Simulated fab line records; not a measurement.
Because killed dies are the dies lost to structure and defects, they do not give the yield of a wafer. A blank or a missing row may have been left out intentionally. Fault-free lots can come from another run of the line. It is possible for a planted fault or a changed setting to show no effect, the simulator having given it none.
Chamber matching ; flow n5Finfet ; rieDiel-02 running N5_BEOL_M15_DESCUM_15: 4 sister chambers
The step chemistry O2, time 7.9 s. 14 wafers are shown with their chamber, then 7 later ones without.

## WAFERS WITH THEIR CHAMBER
wafer;chamber;showerheadPlenumPTorr (Torr);throttleValvePct (%);oesProductAu (a.u.)
L082.2;0;2.13;20.31;0.96
L082.4;1;2.24;20.34;0.94
L082.6;0;2.13;20.31;0.95
L084.3;0;2.13;20.33;0.91
L084.4;2;2.07;20.86;0.71
L084.5;1;2.24;20.34;0.92
L085.3;3;2.05;20.50;0.98
L085.5;3;2.05;20.51;0.99
L085.6;2;2.07;20.87;0.70
L087.2;3;2.05;20.51;0.98
L087.3;1;2.24;20.36;0.93
L087.4;2;2.07;20.87;0.71
L089.4;2;2.07;20.87;0.71
L089.5;1;2.23;20.37;0.92

SIGNATURES (averages over the wafers above)
reading;chamber 0;chamber 1;chamber 2;chamber 3;scatter within a chamber
showerheadPlenumPTorr;2.1300;2.2375;2.0700;2.0500;0.00274
throttleValvePct;20.3167;20.3525;20.8675;20.5067;0.0104
oesProductAu;0.9400;0.9275;0.7075;0.9833;0.0135
Rule: distance of a wafer from a chamber = root of the sum over the readings of ((wafer's reading minus chamber's mean) / reading's scatter) squared. The wafer belongs to the nearest chamber; if the next one is less than 2 further off, it can't be placed. The scatter: take each reading less its chamber's mean, square it, sum over the shown wafers, divide by the number of wafers less the number of chambers, and take the root.

## WAFERS MISSING THEIR CHAMBER
wafer;showerheadPlenumPTorr (Torr);throttleValvePct (%);oesProductAu (a.u.)
L089.6;2.07;20.86;0.71
L097.1;2.07;20.90;0.69
L097.3;2.05;20.54;0.93
L097.6;2.12;20.36;0.87
L096.2;2.05;20.53;0.93
L096.3;2.23;20.39;0.88
L096.4;2.12;20.36;0.88

## CHAMBER TAKEN BY EACH
wafer;from the rows above;in truth
L089.6;2;2
L097.1;2;2
L097.3;3;3
L097.6;0;0
L096.2;3;3
L096.3;1;1
L096.4;0;0
Correctly placed: 7 of 7. Number that these rows cannot place: 0. 0 placed wrongly.
